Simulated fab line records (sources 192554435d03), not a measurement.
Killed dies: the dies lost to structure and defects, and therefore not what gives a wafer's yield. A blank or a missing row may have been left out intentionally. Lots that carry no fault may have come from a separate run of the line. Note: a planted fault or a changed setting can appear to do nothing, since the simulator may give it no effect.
fab line records	flow n5-finfet	part 2 of 2: steps 26 to 36 of 36
record lots=5	wafers=15	last-day=15
route steps=1938 shown START@1 ZERO_LAYER@2 WELL_APT@20
lots untouched by any fault: they come from a run of this same line in which no faults occurred
start-h: start of the lot's first displayed wafer, in hours after the record's first day	wait-h: time in hours since the lot's previous step	" identical to the entry in the row above	L1.1+2: a row that stands for several wafers	- either no value or no given start	* or withheld: withheld	< > ~ a bound
route shown NAME@n: NAME is a module with steps in the file, n the number in the route of the first one	usual: the fault-free wafers' mean and standard deviation	same: alike in all rows	chamber/n: place in a boat	sites: the reading at each site	_std_site: the standard deviation of these	_edge_site: inner sites' mean taken away from outer sites' mean	radius-mm: for every site, how far away it sits from the centre of the wafer	mask NAME#n: copy n	behind: the tool/chamber that last shaped the wafer	hold: what put the lot on hold/how long, in hours/how the hold closed	device: the n, p or np transistor that did not switch	end of line: tests of these same wafers at the route's end	for a step that has no rows: nothing shown but its recipe	killed: count of dies lost to structure and defects at first sort (not the wafer's yield)	map: dies across one wafer; x = killed, . = not, _ = none there
set.NAME: the setting as run; set.NAME@STEP: as run at that earlier step	model.NAME: the simulator's own value behind a step, which no gauge read
lots at selected steps of the route; one table per step, one row per wafer
services: the hour from which a tool's chamber was out of use, counted from the record's first day as start-h (under 0 if before that day), plus the number of hours and why
## steps
# step N5_WELL_APT_DEVELOP_07
# recipe develop-time-s=45	rinse-liquid=surfactant-rinse	dry=air-spin	dev-temp-c=21
# usual exhaust-pa=44.8/0.87
lot.wafer	tool	chamber	start-h	wait-h	exhaust-pa
L080.3	litho-track-05	0	-	-	44.0
L080.4	"	0	"	"	44.0
L080.5	"	0	"	"	43.6
L082.1	litho-track-01	0	-	-	44.1
L082.2	"	0	"	"	45.6
L082.6	"	0	"	"	45.3
L085.1	litho-track-05	0	-	-	44.6
L085.3	"	0	"	"	44.2
L085.6	"	0	"	"	44.1
L086.1	litho-track-03	0	-	-	45.3
L086.3	"	0	"	"	45.4
L086.5	"	0	"	"	45.8
L089.2	litho-track-03	0	-	-	45.5
L089.5	"	0	"	"	43.9
L089.6	"	0	"	"	44.1
# step N5_WELL_APT_HARDBAKE_12
# recipe temp-c=130	time-s=120
# usual exhaust-pa=45.0/0.92
lot.wafer	tool	chamber	start-h	wait-h	exhaust-pa
L080.3	litho-track-05	0	-	-	44.2
L080.4	"	0	"	"	44.3
L080.5	"	0	"	"	44.2
L082.1	litho-track-01	0	-	-	45.5
L082.2	"	0	"	"	46.2
L082.6	"	0	"	"	45.4
L085.1	litho-track-05	0	-	-	44.1
L085.3	"	0	"	"	45.2
L085.6	"	0	"	"	44.4
L086.1	litho-track-03	0	-	-	46.0
L086.3	"	0	"	"	44.9
L086.5	"	0	"	"	44.9
L089.2	litho-track-03	0	-	-	43.6
L089.5	"	0	"	"	43.0
L089.6	"	0	"	"	43.7
# step N5_WELL_APT_CD_MEAS_08
# recipe target-cd-nm=200	landing-energy-ev=500	detector=se-inlens
# usual cd-nm=200.2/1.4
lot.wafer	tool	chamber	start-h	wait-h	cd-nm
L080.3	cd-sem-01	0	49.69	-	197.1
L080.4	"	0	"	"	199.9
L080.5	"	0	"	"	199.0
L082.1	cd-sem-03	0	61.99	-	201.0
L082.2	"	0	"	"	198.5
L082.6	"	0	"	"	199.3
L085.1	cd-sem-03	0	79.56	-	199.7
L085.3	"	0	"	"	199.0
L085.6	"	0	"	"	198.4
L086.1	cd-sem-03	0	86.16	-	198.5
L086.3	"	0	"	"	197.8
L086.5	"	0	"	"	197.6
L089.2	cd-sem-01	0	103.71	-	201.0
L089.5	"	0	"	"	200.8
L089.6	"	0	"	"	200.7
# step N5_WELL_APT_OVL_MEAS_09
# recipe points-per-wafer=44
# usual NWELL_OVL=1/5.9
lot.wafer	tool	chamber	start-h	wait-h	NWELL_OVL[nm]
L080.3	overlay-01	0	49.72	0.0	-12
L080.4	"	0	"	"	-2
L080.5	"	0	"	"	-7
L082.1	overlay-01	0	62.02	0.0	2
L082.2	"	0	"	"	2
L082.6	"	0	"	"	3
L085.1	overlay-01	0	79.59	0.0	-3
L085.3	"	0	"	"	-13
L085.6	"	0	"	"	-1
L086.1	overlay-01	0	86.19	0.0	6
L086.3	"	0	"	"	2
L086.5	"	0	"	"	-3
L089.2	overlay-01	0	103.74	0.0	-4
L089.5	"	0	"	"	-8
L089.6	"	0	"	"	-5
# step N5_WELL_APT_INSPECT_10
# recipe mode=adi	inspect-instrument=macro
# usual raw-defect-count=2.3/1.5
lot.wafer	tool	chamber	start-h	wait-h	raw-defect-count
L080.3	defect-inspect-02	-	49.74	0.0	1
L080.4	"	-	"	"	2
L080.5	"	-	"	"	3
L082.1	defect-inspect-01	-	62.05	0.0	2
L082.2	"	-	"	"	2
L082.6	"	-	"	"	3
L085.1	defect-inspect-02	-	79.62	0.0	4
L085.3	"	-	"	"	0
L085.6	"	-	"	"	3
L086.1	defect-inspect-02	-	86.22	0.0	1
L086.3	"	-	"	"	4
L086.5	"	-	"	"	1
L089.2	defect-inspect-02	-	103.76	0.0	2
L089.5	"	-	"	"	1
L089.6	"	-	"	"	1
# step N5_WELL_APT_DESCUM_13
# recipe chemistry=O2	time-s=7.9	source-power-w=50	bias-power-w=20	pressure-mtorr=20	rf-frequency-hz=2.712e+07	temp-c=40	o2-flow-sccm=225
# usual drypump-motor-current-A=6.0/0.37	oes-product-au=0.76/0.074	rf-vpp-V=243.5/1.2	showerhead-plenum-p-Torr=2.10/0.052	throttle-valve-pct=20.49/0.17
lot.wafer	tool	chamber	start-h	wait-h	drypump-motor-current-A	oes-product-au	rf-hours-counter-h	rf-vpp-V	showerhead-plenum-p-Torr	throttle-valve-pct
L080.3	rie-diel-03	3	49.94	0.2	6.2	0.72	191	243.5	2.07	20.42
L080.4	"	2	"	"	5.8	0.75	134	242.4	2.10	20.51
L080.5	"	3	"	"	6.2	0.73	-	244.3	2.07	20.43
L082.1	rie-diel-01	2	62.08	0.0	5.9	0.81	99	243.0	2.11	20.17
L082.2	"	0	"	"	6.4	0.65	244	241.0	1.97	20.80
L082.6	"	0	"	"	6.5	0.65	-	242.3	1.97	20.79
L085.1	rie-diel-04	3	80.59	1.0	6.0	0.71	221	244.2	2.07	20.49
L085.3	"	0	"	"	5.4	0.72	194	242.5	2.08	20.39
L085.6	"	1	"	"	5.7	0.80	-	243.0	2.19	20.59
L086.1	rie-diel-03	3	86.25	0.0	6.2	0.73	205	244.2	2.07	20.45
L086.3	"	1	"	"	6.0	0.70	216	242.8	2.07	20.73
L086.5	"	0	"	"	5.5	0.71	-	246.6	2.16	20.34
L089.2	rie-diel-04	0	103.80	0.0	5.4	0.72	201	242.4	2.08	20.40
L089.5	"	3	"	"	6.0	0.70	-	243.6	2.07	20.48
L089.6	"	2	"	"	5.2	0.75	-	241.8	2.08	20.60
# step N5_WELL_APT_IMPLANT_14
# recipe species=P	energy-kev=160	dose-cm2=1.5e+13	tilt-deg=0	rotation-deg=0
# usual tilt-deg=0.000/0.021
lot.wafer	tool	chamber	start-h	wait-h	tilt-deg
L080.3	implanter-01	0	50.11	0.1	0.017
L080.4	"	0	"	"	0.040
L080.5	"	0	"	"	-0.013
L082.1	implanter-01	0	62.18	0.1	-0.006
L082.2	"	0	"	"	0.010
L082.6	"	0	"	"	0.014
L085.1	implanter-01	0	80.69	0.1	-0.007
L085.3	"	0	"	"	-0.007
L085.6	"	0	"	"	-0.031
L086.1	implanter-02	0	86.35	0.1	-0.009
L086.3	"	0	"	"	-0.035
L086.5	"	0	"	"	-0.022
L089.2	implanter-02	0	103.93	0.1	-0.026
L089.5	"	0	"	"	-0.014
L089.6	"	0	"	"	-0.023
# step N5_WELL_APT_IMPLANT_15
# recipe species=As	energy-kev=25	dose-cm2=1.5e+13	tilt-deg=0	rotation-deg=0
# usual tilt-deg=-0.001/0.022
lot.wafer	tool	chamber	start-h	wait-h	tilt-deg
L080.3	implanter-01	0	50.29	0.1	0.009
L080.4	"	0	"	"	-0.016
L080.5	"	0	"	"	-0.005
L082.1	implanter-01	0	62.36	0.1	-0.004
L082.2	"	0	"	"	-0.027
L082.6	"	0	"	"	0.015
L085.1	implanter-01	0	80.87	0.1	0.015
L085.3	"	0	"	"	-0.008
L085.6	"	0	"	"	0.018
L086.1	implanter-02	0	86.53	0.1	-0.006
L086.3	"	0	"	"	0.030
L086.5	"	0	"	"	-0.011
L089.2	implanter-02	0	104.11	0.1	0.006
L089.5	"	0	"	"	0.006
L089.6	"	0	"	"	-0.018
# step N5_WELL_APT_STRIP_16
# recipe chemistry=SPM	time-s=900	temp-c=130	h2so4-h2o2-vol-ratio=4	dry=ipa-marangoni
lot.wafer	tool	chamber	start-h	wait-h
L080.3+4+5	wet-bench-04	5,1,6	50.45	0.1
L082.1+2+6	wet-bench-04	3,0,7	62.57	0.2
L085.1+3+6	wet-bench-04	5,6,7	81.07	0.2
L086.1+3+5	wet-bench-06	5,0,1	86.74	0.2
L089.2+5+6	wet-bench-04	2,4,0	104.30	0.2
# step N5_WELL_APT_HMDS_18
# recipe time-s=60	temp-c=120
# usual exhaust-pa=45.0/0.95
lot.wafer	tool	chamber	start-h	wait-h	exhaust-pa
L080.3	litho-track-05	0	50.73	0.0	43.7
L080.4	"	0	"	"	45.8
L080.5	"	0	"	"	44.8
L082.1	litho-track-01	0	62.84	0.0	44.7
L082.2	"	0	"	"	44.4
L082.6	"	0	"	"	44.5
L085.1	litho-track-03	0	81.35	0.0	44.2
L085.3	"	0	"	"	45.5
L085.6	"	0	"	"	45.4
L086.1	litho-track-03	0	87.01	0.0	43.6
L086.3	"	0	"	"	44.5
L086.5	"	0	"	"	44.0
L089.2	litho-track-03	0	104.60	0.0	45.7
L089.5	"	0	"	"	46.1
L089.6	"	0	"	"	46.5
# step N5_WELL_APT_COAT_19
# recipe spin-rpm=1357	resist-thk-nm=950
# usual exhaust-pa=45.1/0.82
lot.wafer	tool	chamber	start-h	wait-h	exhaust-pa
L080.3	litho-track-05	0	-	-	45.2
L080.4	"	0	"	"	44.4
L080.5	"	0	"	"	45.0
L082.1	litho-track-01	0	-	-	45.3
L082.2	"	0	"	"	45.1
L082.6	"	0	"	"	45.8
L085.1	litho-track-03	0	-	-	45.0
L085.3	"	0	"	"	45.9
L085.6	"	0	"	"	43.5
L086.1	litho-track-03	0	-	-	44.7
L086.3	"	0	"	"	44.2
L086.5	"	0	"	"	44.4
L089.2	litho-track-03	0	-	-	45.1
L089.5	"	0	"	"	44.4
L089.6	"	0	"	"	43.9
## services
tool	chamber	start-h	hours	kind
krf-scanner-01	-	24.43	1.3	pm
rie-diel-05	1	25.52	5.6	repair
krf-scanner-01	-	25.91	0.8	pm
krf-scanner-02	-	26.25	0.2	repair
rie-diel-06	3	28.31	5.2	repair
krf-scanner-02	-	33.69	1.3	pm
krf-scanner-01	-	34.37	0.5	repair
implanter-02	-	35.86	2.1	repair
rie-diel-05	1	35.94	9.7	repair
rie-diel-06	2	40.57	3.8	repair
krf-scanner-01	-	41.43	1.0	pm
rie-diel-04	2	44.97	6.9	repair
implanter-02	-	46.58	6.0	pm
implanter-01	-	53.83	6.5	repair
wet-bench-05	-	55.99	2.0	repair
pecvd-04	-	56.13	2.8	pm
rie-diel-04	-	59.15	0.5	repair
krf-scanner-02	-	59.65	0.8	pm
rie-diel-04	-	63.20	14.6	pm
rie-diel-02	1	79.45	2.7	repair
implanter-01	-	85.67	20.5	pm
rie-diel-02	0	89.49	2.7	repair
krf-scanner-01	-	97.23	4.0	pm
krf-scanner-02	-	101.25	1.0	pm
